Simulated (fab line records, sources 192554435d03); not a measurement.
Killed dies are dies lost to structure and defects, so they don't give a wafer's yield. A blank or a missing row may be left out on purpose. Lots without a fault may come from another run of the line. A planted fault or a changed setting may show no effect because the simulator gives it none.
Which tool did it? | flow n5_finfet | 12 lots, 28 wafers sampled, at 5 steps of a route of 1938

WHAT THE GAUGES READ, wafer by wafer
N5_HKMG_FIN_OVL_MEAS_13. Usual: NWFM_OVL -0.6 nm, standard deviation 0.7.
lot  | measured     | on         | NWFM_OVL (nm)  | flag
L381 | day 4 10:15  | overlay-01 | -0.5 -0.7      |
L380 | day 4 11:37  | overlay-01 | -0.9 -1.4      |
L383 | day 5 05:50  | overlay-02 | -1.2 -1.2 -0.9 |
L386 | day 5 16:49  | overlay-02 | 0.1 0.8 0.9    |
L387 | day 6 04:39  | overlay-02 | 0.1 -0.6 -0.1  |
L394 | day 8 05:11  | overlay-02 | -1.7 -2.3      |
L396 | day 8 14:07  | overlay-02 | -0.3 -0.3      |
L399 | day 8 21:00  | overlay-02 | -0.9 -0.8      |
L400 | day 9 06:58  | overlay-02 | -0.8 -0.7 -0.8 |
L401 | day 9 08:05  | overlay-02 | -0.4 -0.2      |
L402 | day 9 16:02  | overlay-02 | -1.1 -0.6      |
L403 | day 10 01:52 | overlay-01 | -0.6 -1.3      |

N5_BEOL_M4_RC_MEAS_101. Usual: DIBL_N 36.0 mV/V, standard deviation 2; DIBL_P 35.9 mV/V, standard deviation 2.5; IOFF_N 0.16 nA/um, standard deviation 0.038; IOFF_P 0.21 nA/um, standard deviation 0.04; ION_N 675 uA/um, standard deviation 14; ION_P 462 uA/um, standard deviation 9.4; SS_N 71.5 mV/dec, standard deviation 0.75; SS_P 73.2 mV/dec, standard deviation 0.74; VT_N 250 mV, standard deviation 3.9; VT_P -251 mV, standard deviation 3.2.
lot  | measured     | on        | DIBL_N (mV/V)  | DIBL_P (mV/V)  | IOFF_N (nA/um) | IOFF_P (nA/um) | ION_N (uA/um) | ION_P (uA/um) | SS_N (mV/dec)  | SS_P (mV/dec)  | VT_N (mV)   | VT_P (mV)      | flag
L381 | day 7 20:10  | prober-01 | 35.2 36.8      | 35.1 35.2      | 0.17 0.21      | 0.22 0.22      | 691 694       | 472 466       | 70.9 71.7      | 73.1 73.5      | 244 242     | -245 -246      |
L380 | day 7 22:37  | prober-01 | 37.7 36.3      | 35.8 33.6      | 0.20 0.16      | 0.20 0.16      | 667 675       | 455 452       | 72.2 71.1      | 72.8 72.4      | 249 250     | -252 -255      |
L383 | day 8 14:39  | prober-01 | 36.7 37.8 34.0 | 37.6 38.4 33.3 | 0.18 0.21 0.13 | 0.24 0.24 0.16 | 670 678 667   | 463 455 459   | 72.8 73.3 72.2 | 73.0 74.1 73.1 | 249 250 257 | -249 -249 -254 |
L386 | day 9 08:00  | prober-02 | 32.5 35.9 35.7 | 32.2 35.1 35.0 | 0.11 0.15 0.15 | 0.16 0.19 0.18 | 679 676 675   | 473 460 464   | 69.6 70.2 70.1 | 71.7 73.4 72.7 | 256 251 251 | -251 -251 -249 |
L387 | day 9 13:16  | prober-01 | 34.7 35.0 37.0 | 33.1 34.7 35.0 | 0.14 0.16 0.19 | 0.18 0.19 0.19 | 668 681 667   | 461 463 454   | 71.0 71.1 73.0 | 72.9 73.1 73.8 | 250 246 246 | -253 -251 -251 |
L394 | day 12 04:47 | prober-02 | 35.2 32.2      | 36.0 30.1      | 0.17 0.10      | 0.22 0.13      | 695 655       | 472 448       | 71.0 70.8      | 73.5 71.6      | 248 257     | -248 -258      |
L396 | day 12 08:29 | prober-01 | 34.9 39.8      | 34.7 40.8      | 0.13 0.25      | 0.18 0.29      | 658 683       | 448 465       | 72.0 72.4      | 73.1 74.8      | 254 242     | -253 -246      |
L399 | day 12 09:59 | prober-01 | 33.9 39.8      | 30.5 39.0      | 0.13 0.27      | 0.16 0.30      | 653 696       | 444 469       | 70.8 72.6      | 72.2 73.9      | 252 241     | -256 -244      |
L400 | day 12 12:43 | prober-01 | 36.8 31.9 35.9 | 37.8 32.6 36.6 | 0.16 0.09 0.15 | 0.21 0.15 0.20 | 685 660 676   | 465 463 468   | 71.4 70.5 71.2 | 73.6 71.4 72.9 | 250 258 251 | -248 -256 -251 |
L401 | day 13 08:21 | prober-01 | 36.6 37.0      | 36.4 37.0      | 0.14 0.16      | 0.22 0.24      | 661 672       | 458 466       | 71.7 71.4      | 73.2 73.7      | 253 249     | -250 -249      |
L402 | day 13 13:23 | prober-01 | 34.7 33.0      | 35.0 31.9      | 0.12 0.11      | 0.17 0.15      | 664 663       | 460 464       | 71.2 70.9      | 72.7 71.9      | 254 258     | -253 -256      |
L403 | day 13 23:28 | prober-01 | 38.3 39.1      | 37.2 37.9      | 0.19 0.21      | 0.21 0.22      | 689 679       | 465 454       | 72.3 73.5      | 74.2 73.3      | 249 246     | -253 -250      |

WHICH TOOL RAN EACH LOT (tool, then ch and the chambers of the sampled wafers, then the start)
lot  | N5_HKMG_FIN_ALD_91                 | N5_HKMG_FIN_STRIP_89            | N5_HKMG_FIN_ALD_71
L381 | ald_metal-04 ch 2,3, day 4 11:31   | rie_diel-05 ch 3, day 4 11:56   | ald_metal-01 ch 1,3, day 4 12:37
L380 | ald_metal-04 ch 1,2, day 4 12:39   | rie_diel-04 ch 0,3, day 4 13:04 | ald_metal-04 ch 0,1, day 4 13:44
L383 | ald_metal-02 ch 0,3, day 5 06:52   | rie_diel-04 ch 1,2, day 5 07:17 | ald_metal-01 ch 0,2,3, day 5 07:57
L386 | ald_metal-01 ch 0,3, day 5 18:09   | rie_diel-05 ch 1,3, day 5 18:34 | ald_metal-02 ch 0,1,2, day 5 19:14
L387 | ald_metal-04 ch 1,2,3, day 6 05:43 | rie_diel-05 ch 2,3, day 6 06:14 | ald_metal-04 ch 0,1,3, day 6 06:55
L394 | ald_metal-01 ch 2,3, day 8 06:31   | rie_diel-04 ch 0,1, day 8 06:53 | ald_metal-01 ch 2,3, day 8 07:43
L396 | ald_metal-01 ch 1,3, day 8 15:20   | rie_diel-03 ch 1,2, day 8 15:56 | ald_metal-04 ch 0,1, day 8 16:35
L399 | ald_metal-02 ch 1,3, day 8 22:04   | rie_diel-05 ch 0,2, day 8 22:31 | ald_metal-04 ch 2, day 8 23:11
L400 | ald_metal-02 ch 1,2,3, day 9 08:07 | rie_diel-04 ch 0,2, day 9 08:33 | ald_metal-04 ch 0,1,3, day 9 09:13
L401 | ald_metal-01 ch 2,3, day 9 09:29   | rie_diel-04 ch 2,3, day 9 09:47 | ald_metal-04 ch 0,1, day 9 10:43
L402 | ald_metal-02 ch 2,3, day 9 17:17   | rie_diel-04 ch 1,3, day 9 17:37 | ald_metal-01 ch 0,1, day 9 18:28
L403 | ald_metal-04 ch 2,3, day 10 02:54  | rie_diel-05 ch 0, day 10 03:20  | ald_metal-04 ch 1,3, day 10 04:01
- N5_HKMG_FIN_ALD_91: deposits TiN, target thk 1 nm, pulse time 1 s, purge time 3 s.
- N5_HKMG_FIN_STRIP_89: strips SOC in N2/H2, time 20 s.
- N5_HKMG_FIN_ALD_71: deposits TiN, target thk 1 nm, pulse time 1 s, purge time 3 s.

WHAT THE TOOLS THEMSELVES READ (means of the sampled wafers that have a number; where no wafer has one, the mark that the record gives instead)
N5_HKMG_FIN_ALD_91. Usual: heater_power_w 872 W, standard deviation 57; precursor_pulse_height_rel 1.002, standard deviation 0.02.
lot  | tool         | heater_power_w (W) | precursor_pulse_height_rel | flag
L381 | ald_metal-04 | 836                | 0.984                      |
L380 | ald_metal-04 | 805                | 1.006                      |
L383 | ald_metal-02 | 942                | 0.992                      |
L386 | ald_metal-01 | 843                | 0.998                      |
L387 | ald_metal-04 | 861                | 1.003                      |
L394 | ald_metal-01 | 872                | 0.984                      |
L396 | ald_metal-01 | 858                | 0.992                      |
L399 | ald_metal-02 | 876                | 1.031                      |
L400 | ald_metal-02 | 892                | 1.022                      |
L401 | ald_metal-01 | 876                | 1.012                      |
L402 | ald_metal-02 | 918                | 1.014                      |
L403 | ald_metal-04 | 854                | 0.994                      |

N5_HKMG_FIN_STRIP_89. Usual: drypump_motor_current_A 5.6 A, standard deviation 0.46; oes_product_au 0.80 a.u., standard deviation 0.094; rf_vpp_V 54.1 V, standard deviation 0.9; showerhead_plenum_p_Torr 3.37 Torr, standard deviation 0.072; temp_c 40.00 C, standard deviation 0.11; throttle_valve_pct 19.1 %, standard deviation 0.44.
lot  | tool        | drypump_motor_current_A (A) | oes_product_au (a.u.) | rf_vpp_V (V) | showerhead_plenum_p_Torr (Torr) | temp_c (C) | throttle_valve_pct (%) | flag
L381 | rie_diel-05 | 5.8                         | 0.74                  | 53.4         | 3.34                            | 39.96      | 19.0                   |
L380 | rie_diel-04 | 5.5                         | 0.82                  | 54.0         | 3.42                            | 39.98      | 18.9                   |
L383 | rie_diel-04 | 5.4                         | 0.93                  | 54.0         | 3.33                            | 39.89      | 19.3                   |
L386 | rie_diel-05 | 5.6                         | 0.71                  | 54.8         | 3.38                            | 39.97      | 19.3                   |
L387 | rie_diel-05 | 5.5                         | 0.75                  | 53.7         | 3.38                            | 39.97      | 19.3                   |
L394 | rie_diel-04 | 5.0                         | 0.85                  | 54.5         | 3.34                            | 39.93      | 18.8                   |
L396 | rie_diel-03 | 5.8                         | 0.74                  | 54.8         | 3.42                            | 40.05      | 19.0                   |
L399 | rie_diel-05 | 5.7                         | 0.72                  | 53.2         | 3.30                            | 39.98      | 19.1                   |
L400 | rie_diel-04 | 5.0                         | 0.86                  | 53.5         | 3.33                            | 39.95      | 18.6                   |
L401 | rie_diel-04 | 5.9                         | 0.80                  | 52.2         | 3.38                            | 39.98      | 19.4                   |
L402 | rie_diel-04 | 5.8                         | 0.77                  | 54.0         | 3.38                            | 39.95      | 19.5                   |
L403 | rie_diel-05 | 6.0                         | 0.69                  | 54.0         | 3.20                            | 39.95      | 18.8                   |

N5_HKMG_FIN_ALD_71. Usual: heater_power_w 864 W, standard deviation 51; precursor_pulse_height_rel 1.001, standard deviation 0.019.
lot  | tool         | heater_power_w (W) | precursor_pulse_height_rel | flag
L381 | ald_metal-01 | 858                | 1.016                      |
L380 | ald_metal-04 | 864                | 1.006                      |
L383 | ald_metal-01 | 852                | 0.997                      |
L386 | ald_metal-02 | 913                | 1.009                      |
L387 | ald_metal-04 | 870                | 1.015                      |
L394 | ald_metal-01 | 857                | 1.008                      |
L396 | ald_metal-04 | 858                | 0.982                      |
L399 | ald_metal-04 | 762                | 0.999                      |
L400 | ald_metal-04 | 874                | 1.002                      |
L401 | ald_metal-04 | 858                | 1.019                      |
L402 | ald_metal-01 | 840                | 1.011                      |
L403 | ald_metal-04 | 889                | 0.991                      |

THE ANSWER, worked out from the rows above alone
Rule: a lot is off if the mean of its wafers that have a number lies more than 3 standard deviations from the usual mean. A lot without any number at a reading at which 4 lots or more have one is off too. The other lots that the step has rows for count as sound. The gauges are gone through in route order, then the tools' own readings, and for those a lot's mean is taken as printed above. The first step at which some lot is off is used, and at that step the reading that is off furthest; a lot without a number counts as furthest.
No lot is off at any reading shown: from this, nothing can be told.

WHAT THE SIMULATOR HAD PUT IN
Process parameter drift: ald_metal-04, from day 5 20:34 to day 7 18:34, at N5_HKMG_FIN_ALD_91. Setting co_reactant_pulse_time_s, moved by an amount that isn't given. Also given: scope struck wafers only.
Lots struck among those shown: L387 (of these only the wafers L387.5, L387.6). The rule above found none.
